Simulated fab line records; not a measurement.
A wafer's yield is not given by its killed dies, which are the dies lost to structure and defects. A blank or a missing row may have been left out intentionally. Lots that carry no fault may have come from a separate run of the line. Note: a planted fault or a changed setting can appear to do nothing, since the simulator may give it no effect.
Which tool is to blame? -- flow nand_harc -- 14 lots, 42 wafers sampled, at 4 steps of a route of 1159

## WHAT THE GAUGES READ, wafer by wafer
Not one reading of a measure or inspect step in the record can be checked against a usual standard deviation.

## TOOL THAT RAN EACH LOT (tool first, then ch and the chambers of the sampled wafers, then the start)
lot,NHARC_A_CHANNEL_FILL_D1_CMP_10,NHARC_A_STAIRCASE_ETCH_169,NHARC_A_STAIRCASE_PEB_07,NHARC_A_STAIRCASE_TRIM_14
L516,"cmp-03 ch 0,3, day 12 22:03","rie_diel-12 ch 0,2,3, day 13 00:01","litho_track-05, day 13 01:36","rie_diel-12 ch 2,3, no start"
L515,"cmp-02 ch 1,2,3, day 12 22:06","rie_diel-04 ch 0,1,2, day 12 23:48","litho_track-03, day 13 01:19","rie_diel-12 ch 1,2,3, no start"
L519,"cmp-03 ch 0,3, day 14 00:06","rie_diel-12 ch 1,2,3, day 14 02:07","litho_track-07 ch 0, day 14 03:35","rie_diel-12 ch 2,3, no start"
L520,"cmp-01 ch 0,2,3, day 14 00:08","rie_diel-04 ch 2,3, day 14 01:52","litho_track-03 ch 0, day 14 03:20","rie_diel-12 ch 0,1,2, no start"
L518,"cmp-01 ch 0,2,3, day 14 03:39","rie_diel-04 ch 0,2,3, day 14 05:42","litho_track-03 ch 0, day 14 07:07","rie_diel-04 ch 1,2, no start"
L521,"cmp-03 ch 0,1,3, day 14 12:44","rie_diel-12 ch 0,1,2, day 14 14:34","litho_track-05 ch 0, day 14 15:52","rie_diel-08 ch 0,1, no start"
L524,"cmp-01 ch 1,2,3, day 14 20:24","rie_diel-08 ch 1,2, day 14 22:10","litho_track-07 ch 0, day 14 23:38","rie_diel-04 ch 0,2, no start"
L525,"cmp-03 ch 0,1,2, day 14 20:25","rie_diel-12 ch 1,2, day 14 22:37","litho_track-05 ch 0, day 15 00:05","rie_diel-08 ch 0,1,3, no start"
L522,"cmp-01 ch 2,3, day 15 03:25","rie_diel-04 ch 0,1,3, day 15 05:10","litho_track-07 ch 0, day 15 06:34","rie_diel-12 ch 0,3, no start"
L523,"cmp-03 ch 0,1,2, day 15 03:25","rie_diel-12 ch 0,1,2, day 15 05:28","litho_track-05 ch 0, day 15 06:50","rie_diel-08 ch 0,2, no start"
L527,"cmp-01 ch 1,2,3, day 15 18:59","rie_diel-08 ch 1,2,3, day 15 20:47","litho_track-03 ch 0, day 15 23:28","rie_diel-12 ch 0,2,3, no start"
L526,"cmp-03 ch 0,2, day 15 22:22","rie_diel-08 ch 2,3, day 16 00:08","litho_track-05 ch 0, day 16 01:57","rie_diel-04 ch 0,1,2, no start"
L529,"cmp-03 ch 1,2, day 16 11:11","rie_diel-08 ch 0,2,3, day 16 12:56","litho_track-05 ch 0, day 16 14:22","rie_diel-12 ch 2,3, no start"
L528,"cmp-02 ch 2,3, day 16 11:12","rie_diel-12 ch 0,1, day 16 13:06","litho_track-07 ch 0, day 16 14:38","rie_diel-04 ch 0,3, no start"
- NHARC_A_CHANNEL_FILL_D1_CMP_10: polishes, target thk 150 nm.
- NHARC_A_STAIRCASE_ETCH_169: etches the open film in CH3F/O2, target depth 50 nm, time 107.1 s.
- NHARC_A_STAIRCASE_PEB_07: peb time 130 s.
- NHARC_A_STAIRCASE_TRIM_14: chemistry O2, time 211.2 s.

## AS READ BY THE TOOLS THEMSELVES (means over the sampled wafers that have a number; for cases with no such wafer, the mark the record gives instead)
NHARC_A_CHANNEL_FILL_D1_CMP_10. Usual: motor_current_A 12.6 A, standard deviation 1.1; slurry_filter_dp_kPa 13.52 kPa, standard deviation 0.14; time_to_endpoint_s 16.2 s, standard deviation 2.6.
lot,tool,motor_current_A (A),slurry_filter_dp_kPa (kPa),time_to_endpoint_s (s),flag
L516,cmp-03,12.6,13.47,16.0,
L515,cmp-02,13.3,13.59,16.5,
L519,cmp-03,13.1,13.49,19.8,
L520,cmp-01,12.3,13.50,11.3,
L518,cmp-01,12.3,13.43,16.8,
L521,cmp-03,12.4,13.49,14.6,
L524,cmp-01,11.6,13.42,12.2,
L525,cmp-03,12.1,13.54,16.0,
L522,cmp-01,11.2,13.56,15.6,
L523,cmp-03,12.4,13.46,18.1,
L527,cmp-01,11.4,13.49,17.6,
L526,cmp-03,12.8,13.42,15.2,
L529,cmp-03,12.4,13.53,16.9,
L528,cmp-02,12.4,13.62,18.1,

NHARC_A_STAIRCASE_ETCH_169. Usual: drypump_motor_current_A 5.7 A, standard deviation 0.31; oes_product_au 0.942 a.u., standard deviation 0.021; rf_vpp_V 245.1 V, standard deviation 1.4; showerhead_plenum_p_Torr 2.51 Torr, standard deviation 0.082; throttle_valve_pct 20.663 %, standard deviation 0.0096.
lot,tool,drypump_motor_current_A (A),oes_product_au (a.u.),rf_vpp_V (V),showerhead_plenum_p_Torr (Torr),throttle_valve_pct (%),flag
L516,rie_diel-12,5.5,0.935,245.1,2.53,20.660,
L515,rie_diel-04,5.8,0.919,245.4,2.50,20.660,
L519,rie_diel-12,5.6,0.943,245.4,2.53,20.667,
L520,rie_diel-04,6.0,0.969,244.4,2.46,20.663,
L518,rie_diel-04,5.8,0.953,244.0,2.47,20.668,
L521,rie_diel-12,5.8,0.948,244.3,2.47,20.659,
L524,rie_diel-08,5.6,0.962,246.1,2.59,20.663,
L525,rie_diel-12,5.8,0.915,245.2,2.47,20.673,
L522,rie_diel-04,5.6,0.945,244.4,2.48,20.662,
L523,rie_diel-12,5.7,0.921,244.6,2.47,20.665,
L527,rie_diel-08,5.8,0.949,246.0,2.57,20.661,
L526,rie_diel-08,5.7,0.927,244.6,2.57,20.658,
L529,rie_diel-08,5.6,0.976,246.0,2.51,20.668,
L528,rie_diel-12,5.9,0.912,243.2,2.39,20.670,

NHARC_A_STAIRCASE_PEB_07. Usual: chill_plate_temp_C 22.99 C, standard deviation 0.1; exhaust_pa 45.2 Pa, standard deviation 0.96; heater_power_total_W 123.84 W, standard deviation 0.21.
lot,tool,chill_plate_temp_C (C),exhaust_pa (Pa),heater_power_total_W (W),flag
L516,litho_track-05,-,-,-,OFF
L515,litho_track-03,-,-,-,OFF
L519,litho_track-07,23.13,46.2,123.84,
L520,litho_track-03,22.85,45.4,123.98,
L518,litho_track-03,22.99,45.5,124.06,
L521,litho_track-05,22.97,44.6,123.85,
L524,litho_track-07,23.10,44.6,123.97,
L525,litho_track-05,22.94,45.4,124.03,
L522,litho_track-07,22.94,45.1,123.84,
L523,litho_track-05,22.88,46.0,123.77,
L527,litho_track-03,23.03,43.8,123.76,
L526,litho_track-05,23.09,45.7,123.99,
L529,litho_track-05,23.01,45.3,123.88,
L528,litho_track-07,22.97,44.1,123.90,

NHARC_A_STAIRCASE_TRIM_14. Usual: drypump_motor_current_A 5.68 A, standard deviation 0.3; oes_product_au 0.998 a.u., standard deviation 0.0098; rf_vpp_V 57.9 V, standard deviation 0.82; showerhead_plenum_p_Torr 3.58 Torr, standard deviation 0.11; throttle_valve_pct 17.037 %, standard deviation 0.0088.
lot,tool,drypump_motor_current_A (A),oes_product_au (a.u.),rf_vpp_V (V),showerhead_plenum_p_Torr (Torr),throttle_valve_pct (%),flag
L516,rie_diel-12,5.33,0.999,58.0,3.72,17.032,
L515,rie_diel-12,5.58,0.997,57.2,3.64,17.039,
L519,rie_diel-12,5.35,0.988,58.0,3.72,17.029,
L520,rie_diel-12,5.74,0.996,58.6,3.55,17.035,
L518,rie_diel-04,5.97,1.005,57.5,3.57,17.039,
L521,rie_diel-08,5.38,1.007,56.9,3.54,17.038,
L524,rie_diel-04,5.96,0.991,58.5,3.55,17.038,
L525,rie_diel-08,5.70,1.010,58.6,3.61,17.032,
L522,rie_diel-12,5.50,0.988,58.6,3.52,17.043,
L523,rie_diel-08,5.33,1.010,58.0,3.54,17.035,
L527,rie_diel-12,5.45,0.988,57.5,3.62,17.041,
L526,rie_diel-04,5.79,0.991,57.3,3.57,17.029,
L529,rie_diel-12,5.42,1.002,57.7,3.72,17.041,
L528,rie_diel-04,5.62,0.987,57.1,3.53,17.045,

## THE ANSWER, worked out from the rows above alone
Rule: a lot is off if the mean of its wafers that have a number lies more than 3 standard deviations from the usual mean. A lot without any number at a reading at which 4 lots or more have one is off too. Any other lot the step has rows for is counted as sound. The gauges are gone through in route order, then the tools' own readings, and for those a lot's mean is taken as printed above. The first step at which some lot is off is used, and at that step the reading that is off furthest; a lot without a number counts as furthest.
Off: L516, L515, at NHARC_A_STAIRCASE_PEB_07 (chill_plate_temp_C). Without a number there: L516, L515.
A tool fits if, at that step or a process step before it, it ran every lot that is off, and no sound lot after the first of them. Of those tried, none fits.

## WHAT WAS PUT IN BY THE SIMULATOR
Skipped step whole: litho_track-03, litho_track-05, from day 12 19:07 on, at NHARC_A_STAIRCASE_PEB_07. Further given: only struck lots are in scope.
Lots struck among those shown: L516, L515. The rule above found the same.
